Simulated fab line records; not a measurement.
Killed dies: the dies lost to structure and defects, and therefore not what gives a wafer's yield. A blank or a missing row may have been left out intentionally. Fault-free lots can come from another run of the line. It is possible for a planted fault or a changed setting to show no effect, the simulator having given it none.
Matching of chambers / flow n5 finfet / N5_PMOS_HMC_CHANNEL_EPI_FIN_RECESS_16 on rie si-06: 4 sister chambers
The step chemistry HBr/Cl2, target Si, target depth 54 nm, time 18 s. 4 wafers are shown with their chamber, then 7 later ones without.

## WAFERS PAIRED WITH THEIR CHAMBERS
wafer=L705.3; chamber=1; throttle valve pct (%)=35.25
wafer=L705.5; chamber=3; throttle valve pct (%)=35.43
wafer=L705.6; chamber=0; throttle valve pct (%)=35.33
wafer=L706.5; chamber=2; throttle valve pct (%)=35.38

## WAFERS WITH NO CHAMBER GIVEN
wafer=L706.6; throttle valve pct (%)=35.32
wafer=L707.3; throttle valve pct (%)=35.32
wafer=L707.5; throttle valve pct (%)=35.24
wafer=L707.6; throttle valve pct (%)=35.33
wafer=L719.1; throttle valve pct (%)=35.45
wafer=L719.3; throttle valve pct (%)=35.24
wafer=L719.6; throttle valve pct (%)=35.33

## EACH ONE'S CHAMBER
wafer=L706.6; from the rows above=0; in truth=0
wafer=L707.3; from the rows above=0; in truth=0
wafer=L707.5; from the rows above=1; in truth=1
wafer=L707.6; from the rows above=0; in truth=0
wafer=L719.1; from the rows above=3; in truth=3
wafer=L719.3; from the rows above=1; in truth=1
wafer=L719.6; from the rows above=0; in truth=0
Correctly placed: 7 of 7. Can't be placed from these rows: 0. Placed wrongly: 0.
How it was worked out, from the rows above alone: a wafer's distance from a chamber is the root of the sum, over the readings, of the square of ((its reading less the chamber's mean) divided by the reading's scatter). The wafer belongs to the nearest chamber; if the next one is less than 2 further off, it can't be placed. A chamber's mean is the mean of its shown wafers. The scatter: root of mean squared gap, hidden wafer to nearest shown wafer, with one shown wafer a chamber.
